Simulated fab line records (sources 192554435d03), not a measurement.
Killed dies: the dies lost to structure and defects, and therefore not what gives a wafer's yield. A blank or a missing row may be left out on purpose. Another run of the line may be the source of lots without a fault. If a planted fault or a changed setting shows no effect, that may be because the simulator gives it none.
Split-lot study :: flow n5 finfet :: on a route of 1938 steps: 7 lots, 21 wafers read

ON THE SPLIT
At N5_MOL_CONTACT_COAG_PECVD_31 (deposits SiO2 from TEOS/O2, target thk 46 nm, time 8.9 s), the setting temp c was moved away from the recipe's 400 C on 12 of the 21 wafers read, by -4.4% to +4.0%. The other wafers ran this setting at the recipe's value.

FROM THE SPLIT TO THE READING: what the file shows between them, 4 steps
- N5_MOL_CONTACT_COAG_COAT_75: time 60 s, resist thk 60 nm
- N5_MOL_CONTACT_COAG_COAT_76: time 60 s, resist thk 10 nm
- N5_MOL_CONTACT_COAG_ETCHBACK_135: etches SiO2 in CHF3, target depth 25 nm, time 16.7 s
- N5_MOL_CONTACT_COAG_STRIP_118: strips in CHF3

THE READING
etch.depth nm (the simulator's own value, which no gauge read), in nm, at N5_MOL_CONTACT_COAG_VIA_ETCH_46 (etches SiO2 in C4F6/O2, target depth 46 nm, overetch 9.2 nm, time 40 s). The file does not state a usual value for it. Across the 9 wafers here that went through the recipe, the average is 45.63 nm and the standard deviation 0.42 nm.

wafer: L078.2
tool, chamber at the split: pecvd-01, 0
temp c as run, C: 412.4
against the recipe: +3.1%
etch.depth nm, nm: 42.03
against lot-mates on the recipe: -2.70

wafer: L078.3
tool, chamber at the split: pecvd-01, 2
temp c as run, C: 400
against the recipe: recipe
etch.depth nm, nm: 44.73
against lot-mates on the recipe: -

wafer: L078.6
tool, chamber at the split: pecvd-01, 0
temp c as run, C: 412.4
against the recipe: +3.1%
etch.depth nm, nm: 42.74
against lot-mates on the recipe: -1.99

wafer: L079.1
tool, chamber at the split: pecvd-02, 2
temp c as run, C: 400
against the recipe: recipe
etch.depth nm, nm: 45.56
against lot-mates on the recipe: -

wafer: L079.3
tool, chamber at the split: pecvd-02, 0,1
temp c as run, C: 400
against the recipe: recipe
etch.depth nm, nm: 45.72
against lot-mates on the recipe: -

wafer: L079.4
tool, chamber at the split: pecvd-02, 0,1
temp c as run, C: 400
against the recipe: recipe
etch.depth nm, nm: 45.83
against lot-mates on the recipe: -

wafer: L084.3
tool, chamber at the split: pecvd-03, 2
temp c as run, C: 382.3
against the recipe: -4.4%
etch.depth nm, nm: 50.47
against lot-mates on the recipe: no lot-mate on the recipe

wafer: L084.4
tool, chamber at the split: pecvd-03, 2
temp c as run, C: 382.3
against the recipe: -4.4%
etch.depth nm, nm: 50.75
against lot-mates on the recipe: no lot-mate on the recipe

wafer: L084.5
tool, chamber at the split: pecvd-03, 1
temp c as run, C: 382.3
against the recipe: -4.4%
etch.depth nm, nm: 51.01
against lot-mates on the recipe: no lot-mate on the recipe

wafer: L085.3
tool, chamber at the split: pecvd-02, 1
temp c as run, C: 383.5
against the recipe: -4.1%
etch.depth nm, nm: 49.71
against lot-mates on the recipe: +3.70

wafer: L085.4
tool, chamber at the split: pecvd-02, 1
temp c as run, C: 400
against the recipe: recipe
etch.depth nm, nm: 46.01
against lot-mates on the recipe: -

wafer: L085.5
tool, chamber at the split: pecvd-02, 2
temp c as run, C: 383.5
against the recipe: -4.1%
etch.depth nm, nm: 50.52
against lot-mates on the recipe: +4.51

wafer: L088.1
tool, chamber at the split: pecvd-03, 0
temp c as run, C: 387.4
against the recipe: -3.2%
etch.depth nm, nm: 48.65
against lot-mates on the recipe: +2.84

wafer: L088.3
tool, chamber at the split: pecvd-03, 1
temp c as run, C: 387.4
against the recipe: -3.2%
etch.depth nm, nm: 49.35
against lot-mates on the recipe: +3.54

wafer: L088.4
tool, chamber at the split: pecvd-03, 0
temp c as run, C: 400
against the recipe: recipe
etch.depth nm, nm: 45.81
against lot-mates on the recipe: -

wafer: L091.2
tool, chamber at the split: pecvd-02, 1
temp c as run, C: 400
against the recipe: recipe
etch.depth nm, nm: 46.09
against lot-mates on the recipe: -

wafer: L091.3
tool, chamber at the split: pecvd-02, 0
temp c as run, C: 383.9
against the recipe: -4.0%
etch.depth nm, nm: 51.13
against lot-mates on the recipe: +5.04

wafer: L091.6
tool, chamber at the split: pecvd-02, 0
temp c as run, C: 383.9
against the recipe: -4.0%
etch.depth nm, nm: 51.75
against lot-mates on the recipe: +5.66

wafer: L097.2
tool, chamber at the split: pecvd-01, 2
temp c as run, C: 400
against the recipe: recipe
etch.depth nm, nm: 45.07
against lot-mates on the recipe: -

wafer: L097.3
tool, chamber at the split: pecvd-01, 1
temp c as run, C: 400
against the recipe: recipe
etch.depth nm, nm: 45.85
against lot-mates on the recipe: -

wafer: L097.5
tool, chamber at the split: pecvd-01, 1
temp c as run, C: 416
against the recipe: +4.0%
etch.depth nm, nm: 42.19
against lot-mates on the recipe: -3.27
When a row names more than one chamber, that row covers several wafers, and the file does not tell which wafer ran in which chamber.

FIT RESULTS
A straight line over all 21 wafers: etch.depth nm changes by -1.12 nm for each +1% of temp c; r = -0.98; the points scatter about the line by 0.6 nm.
The same after taking each lot's own level away (the mean of its wafers on the recipe; 18 wafers): -0.998 nm for each +1%; r = -0.98; scatter 0.57 nm.
That fit puts the effect of the largest move of temp c on the reading at 4.4 nm.
Measured against the standard deviation above, the lots' own levels, which go from 44.730 to 46.090 nm, span 3.2 times it.
Hence the slope depends on the lot-to-lot level, as the two fits are not the same.
Check: +4.52 nm against its lot-mates is what the line predicts for one of the wafers moved furthest among these (-4.1%) when that wafer is left out of the fit. Against them it came out at +3.7 nm.

OTHER SPLITS ON THESE WAFERS
Note: prior to the reading, these wafers also went through further splits. Each is held against what the fit with the lots' levels taken away leaves over:
other split on the same wafers: N5_SD_EPI_N_ETCH_16 target depth a
wafers away from the commonest value: 5
r with etch.depth nm (lot level and that fit taken away): -0.18

other split on the same wafers: N5_SD_EPI_N_EPI_21 temp c
wafers away from the commonest value: 5
r with etch.depth nm (lot level and that fit taken away): +0.28

other split on the same wafers: N5_HKMG_FIN_ETCH_54 source w
wafers away from the commonest value: 6
r with etch.depth nm (lot level and that fit taken away): -0.18

other split on the same wafers: N5_HKMG_FIN_ETCH_55 bias w
wafers away from the commonest value: 7
r with etch.depth nm (lot level and that fit taken away): -0.01

other split on the same wafers: N5_GATE_CUT_ALD_22 ald cycles
wafers away from the commonest value: 9
r with etch.depth nm (lot level and that fit taken away): -0.21

other split on the same wafers: N5_GATE_CUT_CMP_23 platen rpm
wafers away from the commonest value: 9
r with etch.depth nm (lot level and that fit taken away): -0.44

other split on the same wafers: N5_MOL_CONTACT_COAG_SPUTTER_130 power w
wafers away from the commonest value: 7
r with etch.depth nm (lot level and that fit taken away): -0.25

THE WHOLE CHAIN: every reading that the file lists as answering this split, in the file's order
step: N5_MOL_CONTACT_COAG_PECVD_31
what it does: deposits SiO2 from TEOS/O2, target thk 46 nm, time 8.9 s
reading: SiO2_of_MOL_CONTACT_COAG_PECVD_31.thk nm (the simulator's own value, which no gauge read)
change (the file's fit): -1.02 nm for each +1% of the setting
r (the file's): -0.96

step: N5_MOL_CONTACT_COAG_VIA_ETCH_46
what it does: etches SiO2 in C4F6/O2, target depth 46 nm, overetch 9.2 nm, time 40 s
reading: etch.depth nm (the simulator's own value, which no gauge read)
change (the file's fit): -1 nm for each +1% of the setting
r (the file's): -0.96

THE FILE'S OWN FIT
etch.depth nm changes by -1 nm for each +1% of temp c, r = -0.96.
